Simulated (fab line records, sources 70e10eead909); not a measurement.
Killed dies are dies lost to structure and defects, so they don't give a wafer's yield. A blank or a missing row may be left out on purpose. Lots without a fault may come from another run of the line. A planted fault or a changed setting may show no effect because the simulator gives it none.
fab line records | flow nand_harc
record lots=13 wafers=38 last_day=33
route steps=1302 shown A_STAIRCASE@842 END@1302
lots that met no fault: from a run of the same line without faults
start_h: hours from the record's first day to the start of the lot's first wafer shown | wait_h: hours since the lot's step before | " the same as in the row above | L1.1+2: a row that stands for several wafers | - no value, or no start given | * or withheld: withheld | < > ~ a bound
route shown NAME@n: a module of which the file shows steps, and the number in the route of the first | usual: mean/standard deviation of fault-free wafers | same: alike in all rows | chamber/n: place in a boat | sites: the reading at each site | _std_site: their standard deviation | _edge_site: outer sites' mean less inner sites' | radius_mm: how far each site lies from the wafer's centre | mask NAME#n: copy n | behind: the tool/chamber that last shaped the wafer | hold: why the lot was held/for how many hours/how that ended | device: the transistor (n, p or np) that didn't switch | end of line: the same wafers' tests at the end of the route | a step without rows: its recipe alone | killed: dies lost to structure and defects at the first sort, not the wafer's yield | map: a wafer's dies, x killed, . not, _ none there
set.NAME: the setting as run; set.NAME@STEP: as run at that earlier step | model.NAME: the simulator's own value behind a step, which no gauge read
steps of the route over a sample of lots; a table a step, a row a wafer
services: from which hour (start_h, from the record's first day; less than 0 if before it) a tool's chamber was out of use, for how many hours, and why
## steps
# step NHARC_A_STAIRCASE_ETCHBACK_416
# recipe target_depth_a=360 time_s=7.2 c4f8_flow_sccm=withheld o2_flow_sccm=8 ar_flow_sccm=withheld rf_w=600 bias_w=800 chemistry=C4F8/O2/Ar
# usual bias_w=799.9/2.4 oes_product_au=0.928/0.018 rf_vpp_V=722/4.1
# columns lot.wafer tool chamber start_h wait_h bias_w oes_product_au rf_hours_counter_h rf_vpp_V
L537.3 rie_diel-09 1 - - 798.4 0.925 14 727
L537.2 " 2 " " 803.3 0.921 19 724
L537.5 " 1 " " 797.0 0.926 - 729
L538.1 rie_diel-09 0 - - 802.0 0.915 27 724
L538.6 " 3 " " 803.8 0.937 - 727
L538.5 " 0 " " 799.0 0.909 - 723
L542.3 rie_diel-02 0 - - 800.8 0.924 18 716
L542.4 " 1 " " 801.2 0.906 19 717
L542.6 " 0 " " 800.0 0.925 - 716
L543.4 rie_diel-02 1 - - 801.1 0.904 23 717
L543.5 " 2 " " 802.3 0.917 - 721
L543.6 " 3 " " 799.8 0.926 - 717
L544.4 rie_diel-02 1 - - 804.6 0.906 29 717
L544.1 " 2 " " 797.3 0.909 29 719
L544.5 " 1 " " 802.6 0.919 - 717
L546.4 rie_diel-09 0 - - 799.8 0.919 55 724
L546.3 " 1 " " 799.6 0.920 47 728
L546.2 " 2 " " 797.8 0.934 48 725
L547.4 rie_diel-12 2 - - 795.2 0.932 16 720
L547.1 " 3 " " 800.5 0.932 16 720
L547.5 " 0 " " 800.0 0.922 - 717
L549.2 rie_diel-02 1 - - 797.9 0.910 43 716
L549.3 " 2 " " 799.9 0.927 42 722
L549.1 " 3 " " 798.1 0.923 40 719
L550.1 rie_diel-09 2 - - 802.4 0.946 9 725
L550.4 " 1 " " 798.1 0.919 9 728
L557.1 rie_diel-12 0 - - 800.9 0.925 53 715
L557.3 " 2 " " 796.7 0.937 54 719
L557.4 " 3 " " 798.2 0.930 56 719
L556.1 rie_diel-12 3 - - 799.0 0.932 56 720
L556.4 " 0 " " 800.9 0.914 53 717
L556.5 " 2 " " 798.8 0.936 - 721
L558.2 rie_diel-12 1 - - 802.1 0.925 43 720
L558.3 " 3 " " 798.1 0.943 61 720
L558.1 " 0 " " 804.8 0.940 59 716
L559.1 rie_diel-09 3 - - 800.7 0.949 35 725
L559.5 " 3 " " 801.2 0.951 - 725
L559.6 " 0 " " 796.5 0.901 - 722
# step NHARC_A_STAIRCASE_DEP_325
# recipe target_thk_a=72000 temp_c=400 target_thk_nm=7200 teos_flow_sccm=200 rf_w=500 material=SiO2
# usual heater_power_w=613/100
# columns lot.wafer tool chamber start_h wait_h heater_power_w
L538.1 pecvd-04 0 432.45 0.1 721
L538.5 " 0 " " 592
L538.6 " 2 " " 420
L537.2 pecvd-03 1 432.57 0.2 546
L537.3 " 0 " " 745
L537.5 " 0 " " 610
L542.3 pecvd-03 0 477.32 0.3 677
L542.4 " 0 " " 594
L542.6 " 1 " " 510
L543.5 pecvd-04 2 493.39 0.4 428
L543.4 " 0 " " 642
L543.6 " 1 " " 571
L544.1 pecvd-04 0 511.66 0.3 774
L544.5 " 1 " " 584
L544.4 " 0 " " 631
L546.3 pecvd-04 0 522.09 0.2 784
L546.2 " 1 " " 679
L546.4 " 1 " " 580
L547.1 pecvd-02 1 529.67 0.3 546
L547.4 " 0 " " 644
L547.5 " 1 " " 493
L549.2 pecvd-02 2 550.09 0.1 694
L549.3 " 0 " " 746
L549.1 " 1 " " 593
L550.1 pecvd-04 0 566.88 0.3 782
L550.4 " 0 " " 637
L556.1 pecvd-03 1 630.02 0.2 669
L556.5 " 0 " " 571
L556.4 " 1 " " 534
L557.1 pecvd-02 0 630.02 0.2 707
L557.3 " 1 " " 603
L557.4 " 2 " " 570
L558.2 pecvd-02 0 643.60 0.1 722
L558.3 " 1 " " 519
L558.1 " 2 " " 683
L559.1 pecvd-03 0 643.60 0.1 655
L559.5 " 0 " " 580
L559.6 " 1 " " 531
# step NHARC_A_STAIRCASE_ETCHBACK_157
# recipe target_depth_a=900 over_etch_frac=0.3 time_s=167.14 ion_energy_ev=120 ch3f_flow_sccm=50 o2_flow_sccm=30 ar_flow_sccm=200 rf_w=500 bias_w=100 chemistry=CH3F/O2
# usual bias_w=100.0/0.31 drypump_motor_current_A=5.8/0.56 oes_product_au=0.97/0.034 rf_vpp_V=243.5/1.6 showerhead_plenum_p_Torr=2.40/0.096 throttle_valve_pct=20.662/0.0085
# columns lot.wafer tool chamber start_h wait_h bias_w drypump_motor_current_A oes_product_au rf_hours_counter_h rf_vpp_V showerhead_plenum_p_Torr throttle_valve_pct
L537.2 rie_diel-02 2 446.91 0.2 99.5 4.7 0.99 19 243.5 2.40 20.654
L537.3 " 3 " " 99.5 6.0 1.01 18 242.7 2.34 20.666
L537.5 " 1 " " 100.2 6.0 0.98 - 241.8 2.32 20.669
L538.1 rie_diel-09 3 449.48 0.2 99.5 6.6 0.92 39 244.3 2.55 20.672
L538.5 " 2 " " 99.7 5.5 0.91 - 245.2 2.49 20.667
L538.6 " 3 " " 99.8 6.6 0.93 - 246.4 2.54 20.668
L542.3 rie_diel-02 0 493.74 0.2 99.6 5.6 1.00 33 240.6 2.28 20.661
L542.4 " 1 " " 99.7 6.0 0.99 35 243.4 2.31 20.676
L542.6 " 1 " " 99.9 6.0 0.99 - 242.7 2.31 20.658
L543.4 rie_diel-02 2 507.90 0.2 100.2 4.8 0.95 38 243.2 2.39 20.670
L543.5 " 1 " " 100.3 6.1 0.94 - 241.1 2.31 20.664
L543.6 " 2 " " 100.4 4.8 0.96 - 242.6 2.39 20.654
L544.4 rie_diel-12 0 526.60 0.2 99.8 6.8 1.00 28 240.1 2.29 20.668
L544.1 " 1 " " 100.0 6.1 1.00 26 243.4 2.38 20.650
L544.5 " 1 " " 99.7 6.1 0.98 - 244.8 2.38 20.653
L546.3 rie_diel-02 3 537.10 0.1 100.2 6.0 0.93 49 242.3 2.33 20.654
L546.2 " 0 " " 99.8 5.6 0.93 47 242.5 2.27 20.652
L546.4 " 0 " " 99.9 5.6 0.93 - 241.0 2.27 20.649
L547.1 rie_diel-12 3 545.46 0.2 100.8 5.4 0.93 39 245.2 2.40 20.662
L547.4 " 0 " " 100.3 6.7 0.79 37 242.8 2.29 20.670
L547.5 " 0 " " 99.9 6.7 0.93 - 243.0 2.29 20.657
L549.1 rie_diel-12 0 565.47 0.2 100.3 6.7 0.96 41 241.6 2.29 20.668
L549.3 " 2 " " 100.3 5.9 0.82 39 244.2 2.39 20.667
L549.2 " 3 " " 99.7 5.3 0.96 43 241.4 2.40 20.676
L550.4 rie_diel-12 1 581.16 0.1 100.0 6.1 0.78 32 243.3 2.38 20.651
L550.1 " 2 " " 100.0 5.9 0.97 47 244.0 2.39 20.659
L556.4 rie_diel-12 1 643.82 0.2 100.1 6.1 0.99 3 242.2 2.37 20.669
L556.1 " 3 " " 100.2 5.4 1.01 4 243.9 2.39 20.659
L556.5 " 1 " " 100.2 6.1 0.99 - 242.2 2.37 20.653
L557.3 rie_diel-02 3 644.01 0.1 99.7 6.0 1.00 20 242.1 2.32 20.660
L557.4 " 0 " " 99.9 5.5 0.99 19 246.7 2.65 20.654
L557.1 " 1 " " 99.9 6.1 1.01 20 242.8 2.30 20.663
L558.2 rie_diel-12 0 657.84 0.2 99.9 6.7 1.01 12 247.0 2.66 20.658
L558.1 " 2 " " 99.8 5.8 1.02 8 243.4 2.38 20.669
L558.3 " 3 " " 99.8 5.3 1.01 10 242.8 2.38 20.645
L559.1 rie_diel-09 0 658.11 0.1 100.6 5.4 0.92 48 244.1 2.43 20.670
L559.6 " 0 " " 100.3 5.4 0.92 - 243.5 2.43 20.642
L559.5 " 1 " " 99.7 5.6 0.90 - 244.8 2.53 20.665
# step NHARC_A_STAIRCASE_CMP_472
# recipe material=SiO2
# usual motor_current_A=11.8/1.1 retaining_ring_pressure_frac=1.001/0.0046
# columns lot.wafer tool chamber start_h wait_h motor_current_A retaining_ring_pressure_frac
L537.3 cmp-01 3 447.57 0.2 11.9 1.000
L537.2 " 0 " " 11.7 1.002
L537.5 " 3 " " 11.1 0.998
L538.1 cmp-04 2 450.11 0.3 12.9 1.011
L538.6 " 3 " " 10.9 0.991
L538.5 " 0 " " 12.1 1.001
L542.4 cmp-01 0 494.30 0.1 11.5 0.994
L542.3 " 1 " " 12.8 0.995
L542.6 " 1 " " 13.8 1.004
L543.4 cmp-01 1 508.44 0.1 13.3 0.997
L543.5 " 1 " " 13.4 1.000
L543.6 " 2 " " 12.5 1.004
L544.1 cmp-04 1 527.25 0.2 12.0 1.001
L544.4 " 3 " " 10.7 1.005
L544.5 " 1 " " 12.0 0.994
L546.3 cmp-04 3 537.75 0.2 10.8 1.006
L546.4 " 0 " " 12.4 0.996
L546.2 " 1 " " 12.5 1.006
L547.1 cmp-01 1 546.06 0.3 13.7 1.004
L547.4 " 2 " " 12.0 0.989
L547.5 " 0 " " 11.9 0.995
L549.2 cmp-04 3 566.07 0.2 10.5 1.010
L549.1 " 0 " " 12.1 1.002
L549.3 " 1 " " 11.7 1.002
L550.4 cmp-02 0 581.71 0.1 10.3 0.997
L550.1 " 3 " " 10.3 0.997
L556.4 cmp-01 2 644.41 0.1 12.7 1.003
L556.1 " 3 " " 11.1 0.995
L556.5 " 2 " " 12.5 1.002
L557.1 cmp-02 1 644.61 0.2 13.6 1.002
L557.4 " 2 " " 11.6 1.001
L557.3 " 3 " " 10.0 1.006
L558.3 cmp-04 1 658.42 0.2 12.4 1.001
L558.1 " 2 " " 12.3 1.000
L558.2 " 3 " " 10.3 1.004
L559.1 cmp-02 3 658.75 0.3 10.5 1.001
L559.5 " 0 " " 9.5 1.000
L559.6 " 1 " " 13.2 0.989
# step NHARC_END_SORT_01
# recipe temp_c=25
# usual killed_at_array=59/21 killed_at_other=1.0/1.1 killed_at_periphery=4.0/2.6 killed_dies=64/21 killed_open=3.2/1.7 killed_short=2.5/1.5
# same gross_dies=677
# columns lot.wafer tool chamber start_h wait_h killed_at_array killed_at_other killed_at_periphery killed_dies killed_open killed_short
L547.1 prober-01 0 673.40 2.5 33 1 3 37 4 3
L547.4 prober-01 0 675.79 3.4 616 1 3 620 4 1
L547.5 prober-01 0 676.59 3.7 38 0 2 40 4 2
L549.1 prober-01 0 694.75 2.5 79 0 9 88 1 4
L549.2 prober-01 0 695.56 2.8 99 2 7 108 1 2
L549.3 prober-01 0 696.37 3.1 621 2 3 626 2 2
L550.1 prober-01 0 712.86 2.5 58 1 1 60 5 2
L550.4 prober-01 0 715.29 3.4 613 2 3 618 6 1
# killed by level:class
L547.1 A_CHANNEL_HOLE_D2:chamber_film_flake=13 A_CHANNEL_HOLE_D1:chamber_film_flake=5 A_SLIT:chamber_film_flake=3 P_ZERO_WELL:chamber_film_flake=2 A_DECK1_JOINT:chamber_film_flake=2 A_WL_FILL:chamber_film_flake=2 P_GATE:geometric_particle:open=1 A_ONON_D1:geometric_particle:open=1
L547.4 A_STAIRCASE:area_etchback=581 A_CHANNEL_HOLE_D2:chamber_film_flake=18 A_CHANNEL_HOLE_D1:chamber_film_flake=6 A_BLC:geometric_particle:open=2 P_ZERO_WELL:chamber_film_flake=2 A_SLIT:chamber_film_flake=2 P_CONTACT:geometric_particle:open=1 A_CHANNEL_HOLE_D2:geometric_particle:open=1
L547.5 A_CHANNEL_HOLE_D2:chamber_film_flake=21 A_CHANNEL_HOLE_D1:chamber_film_flake=4 A_CONTACT:chamber_film_flake=4 A_SLIT:chamber_film_flake=3 A_CHANNEL_HOLE_D2:geometric_particle:short=2 P_CONTACT:geometric_particle:open=1 P_M0:geometric_particle:open=1 A_DECK1_JOINT:geometric_particle:open=1
L549.1 A_SLIT:chamber_film_flake=31 A_CHANNEL_HOLE_D1:chamber_film_flake=29 A_SGD_CUT:chamber_film_flake=8 A_CONTACT:chamber_film_flake=4 P_ZERO_WELL:chamber_film_flake=3 P_M2:chamber_film_flake=3 A_STAIRCASE:chamber_film_flake=2 P_STI:geometric_particle:short=1
L549.2 A_CHANNEL_HOLE_D1:chamber_film_flake=41 A_SLIT:chamber_film_flake=40 A_CONTACT:chamber_film_flake=9 A_SGD_CUT:chamber_film_flake=5 P_ZERO_WELL:chamber_film_flake=4 P_M2:chamber_film_flake=2 THIN_TSV:chamber_film_flake=2 P_M0:geometric_particle:short=1
L549.3 A_STAIRCASE:area_etchback=534 A_CHANNEL_HOLE_D1:chamber_film_flake=37 A_SLIT:chamber_film_flake=33 A_SGD_CUT:chamber_film_flake=5 A_DECK1_JOINT:chamber_film_flake=4 A_CONTACT:chamber_film_flake=3 P_BONDPAD:chamber_film_flake=2 A_WL_FILL:chamber_film_flake=2
L550.1 A_CHANNEL_HOLE_D1:chamber_film_flake=26 A_CHANNEL_HOLE_D2:chamber_film_flake=7 A_CONTACT:chamber_film_flake=6 A_CHANNEL_FILL_D1:chamber_film_flake=3 A_SLIT:chamber_film_flake=2 A_DECK1_JOINT:chamber_film_flake=2 A_WL_FILL:chamber_film_flake=2 A_SOURCE_PLATE:geometric_particle:short=1
L550.4 A_STAIRCASE:area_etchback=554 A_CHANNEL_HOLE_D1:chamber_film_flake=30 A_CHANNEL_HOLE_D2:chamber_film_flake=6 A_CONTACT:chamber_film_flake=6 A_SLIT:chamber_film_flake=3 A_STAIRCASE:chamber_film_flake=3 A_CHANNEL_FILL_D2:chamber_film_flake=2 A_WL_FILL:chamber_film_flake=2
## services
# columns tool chamber start_h hours kind
cmp-01 - 381.70 4.0 pm
cmp-04 - 391.05 0.4 repair
cmp-04 - 391.62 0.7 repair
rie_diel-02 - 394.09 9.0 pm
rie_diel-12 3 397.22 12.4 repair
cmp-04 - 405.12 4.0 pm
rie_diel-09 2 427.47 7.2 repair
cmp-01 - 479.70 4.0 pm
rie_diel-09 - 497.19 9.0 pm
cmp-04 - 503.12 4.0 pm
cmp-01 - 505.93 0.6 repair
cmp-04 - 517.60 3.5 repair
cmp-01 - 528.35 7.4 repair
rie_diel-02 1 529.22 12.6 repair
cmp-01 - 569.26 2.2 repair
rie_diel-02 - 571.09 9.0 pm
cmp-01 - 577.70 4.0 pm
rie_diel-02 0 590.84 10.3 repair
rie_diel-02 2 600.13 4.2 repair
cmp-04 - 601.12 4.0 pm
rie_diel-02 0 611.89 2.5 repair
rie_diel-12 0 616.67 2.9 repair
rie_diel-12 - 626.16 9.0 pm
cmp-01 - 633.29 0.3 repair
## key
first_sign step=NHARC_A_STAIRCASE_ETCHBACK_157 reading=oes_product_au direction=down sigmas=5.1 usual=0.97 struck=0.80
effect step=NHARC_END_SORT_01 reading=killed_at_array direction=up sigmas=26 usual=59 struck=617
more_kills_born_at NHARC_A_STAIRCASE_ETCHBACK_157@rie_diel-12=1669
met_at NHARC_A_STAIRCASE_ETCHBACK_157
struck_lots L547,L549,L550
struck_wafers L547.4,L549.3,L550.4
later_rows_left_out L547.4,L549.3,L550.4
tester_left_out L547,L549,L550
not_acting_at NHARC_A_STAIRCASE_ETCHBACK_416,NHARC_A_STAIRCASE_DEP_325,NHARC_A_STAIRCASE_CMP_472
onset_between 526.60 545.46
fault kind=process_parameter_drift tool=rie_diel-12 chamber=- onset_h=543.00 steps=NHARC_A_STAIRCASE_ETCHBACK_157 channel=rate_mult offset=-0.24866 shape=step end_h=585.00 scope=struck_wafers_only
# tester_left_out: of these lots the tester's yield and bins aren't shown, on N5 and GAA mostly nor the transistor test; their killed dies are dies lost to structure and defects alone, not to doping, threshold or leakage, so they don't give the yield
# later_rows_left_out: the simulator's readings of these wafers behind a module that went badly wrong aren't trusted and aren't shown, but for the sort
